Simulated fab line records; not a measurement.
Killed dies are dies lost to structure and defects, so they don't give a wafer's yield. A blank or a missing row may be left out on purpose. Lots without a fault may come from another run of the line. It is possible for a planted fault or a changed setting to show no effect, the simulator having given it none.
Problem report, 8D (eight disciplines) form, completed by code	flow nand harc	the parts of the form that need people (team, actions taken, sign-off) are left out

== 1. THE ISSUE ==
At NHARC_END_SORT_01, killed at periphery averages 630.5 over 6 wafers from 2 lots, while fault-free wafers read 3.8, standard deviation 2.8. That is +99 or more standard deviations from the usual mean.
Earliest sighting: wafer L562.1 on prober-02 at day 28 14:54. At this step, 12 wafers from 4 lots have a number in the record. By rule, "out" or "out of limits" means more than 4 standard deviations away from the usual mean. All remaining wafers that have a number are taken as sound.

== 2. WHAT THIS IS AND IS NOT ==
question	is	is not
which readings at this step	killed at periphery, defect limited yield, killed dies	killed at array, killed at other, killed open, killed short
which lots	L561, L562	L563, L568
which wafers of those lots	all that have a number	-
read on which gauges	prober-02	prober-01
when	from day 28 14:54	up to then (0 sound wafers); but 6 sound wafers of L563, L568 came after

== 3. SUSPECTS, AND WHAT RULES EACH OUT ==
Counting: any tool at a process step up to the reading is kept as a suspect provided that every lot that is out went through it and no sound lot did after the first of them.
- the gauge at NHARC_END_SORT_01: ruled out. All the wafers that are out were read on prober-02, but those of them that NHARC_P_BONDPAD_ETCH_12 has rows for are out there too, on other tools.
- rie diel-07 at NHARC_P_BONDPAD_DESCUM_11 (chemistry O2, time 3 s): kept. It ran every lot that is out, first L561 (day 11 05:38), and no sound lot after that.
- rie diel-07 at NHARC_P_BONDPAD_ETCH_12 (etches the open film in CHF3/O2, target depth 200 nm, time 100 s): kept. It ran every lot that is out, first L561 (day 11 05:49), and no sound lot after that. Its own run length s readings are out on those wafers.
Left after counting: rie diel-07 at NHARC_P_BONDPAD_DESCUM_11, rie diel-07 at NHARC_P_BONDPAD_ETCH_12.

== 4. THE CAUSE (what the simulator had put in) ==
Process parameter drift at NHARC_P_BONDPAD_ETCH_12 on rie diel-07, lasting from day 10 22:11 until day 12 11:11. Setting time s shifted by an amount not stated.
Counting leaves 2 suspects; this tool is one of them.

== 5. SEQUENCE OF EFFECTS, ordered by route ==
Each row: a reading whose mean over the struck wafers that have a number lies more than 3 standard deviations from the usual. Only readings whose record carries a usual standard deviation are examined. hours: median over the lots of the time between each lot's start at the first step of this table that gives one and its start at this step. sigmas: the change, counted in usual standard deviations.
hours	step	reading	usual	on struck wafers	change	sigmas
0	NHARC_P_BONDPAD_ETCH_12	run length s	121.2 s	95.8	-25.4	-60
427	NHARC_END_SORT_01	defect limited yield	91.1 %	0.0	-91.1	-31
427	NHARC_END_SORT_01	killed at periphery	3.8	630.5	+626.7	+99 or more
427	NHARC_END_SORT_01	killed dies	60	677	+617	+32
Its process steps:
- NHARC_P_BONDPAD_ETCH_12: etches the open film in CHF3/O2, target depth 200 nm, time 100 s.

== 6. WHAT WOULD HAVE CAUGHT IT SOONER ==
Counted from the fault's start at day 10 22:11, it took 425 hours until the first out-of-limits reading at a measuring or inspecting step in this record, taken at day 28 14:54.
At NHARC_P_BONDPAD_ETCH_12, the tool's own readings (run length s) were out on each struck wafer the step has a row for, so an alarm limit on them would have fired on the first such wafer.
Each of the lots that are out, 2 in all, had begun NHARC_P_BONDPAD_ETCH_12 on rie diel-07 no later than day 28 14:54. Tool hold at that time: it would have spared none of them.
